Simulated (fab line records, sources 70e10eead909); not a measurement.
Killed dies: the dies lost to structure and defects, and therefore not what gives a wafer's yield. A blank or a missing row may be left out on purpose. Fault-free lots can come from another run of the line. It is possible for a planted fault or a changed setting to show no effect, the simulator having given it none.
Chamber matching + flow nandHarc + rieDiel-13 running NHARC_A_STAIRCASE_TRIM_193: 4 sister chambers
The step chemistry O2, time 211.2 s. 14 wafers are shown with their chamber, then 7 later ones without.

== WAFERS WITH THEIR CHAMBER ==
| wafer  | chamber | showerheadPlenumPTorr (Torr) | drypumpMotorCurrentA (A) | throttleValvePct (%) |
|--------|---------|------------------------------|--------------------------|----------------------|
| L419.1 | 3       | 3.59                         | 5.7                      | 17.023               |
| L419.3 | 1       | 3.55                         | 5.6                      | 17.028               |
| L419.4 | 2       | 3.41                         | 5.7                      | 17.015               |
| L420.3 | 1       | 3.55                         | 5.6                      | 17.039               |
| L420.4 | 2       | 3.40                         | 5.7                      | 17.023               |
| L420.5 | 1       | 3.55                         | 5.6                      | 17.046               |
| L421.1 | 1       | 3.55                         | 5.6                      | 17.037               |
| L421.2 | 3       | 3.59                         | 5.8                      | 17.028               |
| L421.6 | 1       | 3.55                         | 5.6                      | 17.037               |
| L425.1 | 1       | 3.55                         | 5.7                      | 17.032               |
| L425.4 | 0       | 3.38                         | 5.1                      | 17.033               |
| L425.5 | 0       | 3.38                         | 5.1                      | 17.041               |
| L430.3 | 0       | 3.37                         | 5.1                      | 17.034               |
| L430.4 | 1       | 3.54                         | 5.7                      | 17.040               |

SIGNATURES, as means of the wafers listed above
| reading               | chamber 0 | chamber 1 | chamber 2 | chamber 3 | scatter within a chamber |
|-----------------------|-----------|-----------|-----------|-----------|--------------------------|
| showerheadPlenumPTorr | 3.3767    | 3.5486    | 3.4050    | 3.5900    | 0.0045                   |
| drypumpMotorCurrentA  | 5.100     | 5.629     | 5.700     | 5.750     | 0.0439                   |
| throttleValvePct      | 17.03600  | 17.03700  | 17.01900  | 17.02550  | 0.00532                  |
Rule: a wafer lies at a distance from a chamber equal to the root of the sum of squares, over the readings, of (its reading less the chamber's mean, divided by the reading's scatter). The wafer belongs to the nearest chamber; if the next one is less than 2 further off, it can't be placed. How the scatter is found: for the shown wafers, subtract from each reading the mean of its chamber, square and add these, divide the total by (wafers less chambers), then take the root.

== WAFERS WHOSE CHAMBER IS MISSING ==
| wafer  | showerheadPlenumPTorr (Torr) | drypumpMotorCurrentA (A) | throttleValvePct (%) |
|--------|------------------------------|--------------------------|----------------------|
| L430.5 | 3.39                         | 5.7                      | 17.026               |
| L436.1 | 3.36                         | 5.1                      | 17.025               |
| L436.2 | 3.39                         | 5.7                      | 17.054               |
| L436.6 | 3.57                         | 5.7                      | 17.029               |
| L441.3 | 3.36                         | 5.1                      | 17.041               |
| L441.4 | 3.38                         | 5.7                      | 17.046               |
| L441.5 | 3.53                         | 5.6                      | 17.031               |

== THE CHAMBER EACH PASSED THROUGH ==
| wafer  | from the rows above     | in truth |
|--------|-------------------------|----------|
| L430.5 | 2                       | 2        |
| L436.1 | 0                       | 0        |
| L436.2 | 2                       | 2        |
| L436.6 | can't be placed: 3 or 1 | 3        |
| L441.3 | 0                       | 0        |
| L441.4 | 2                       | 2        |
| L441.5 | 1                       | 1        |
Placed correctly: 6 of 7. From these rows, 1 cannot be placed; in 1 the true chamber is one of the candidates. Number placed wrongly: 0.
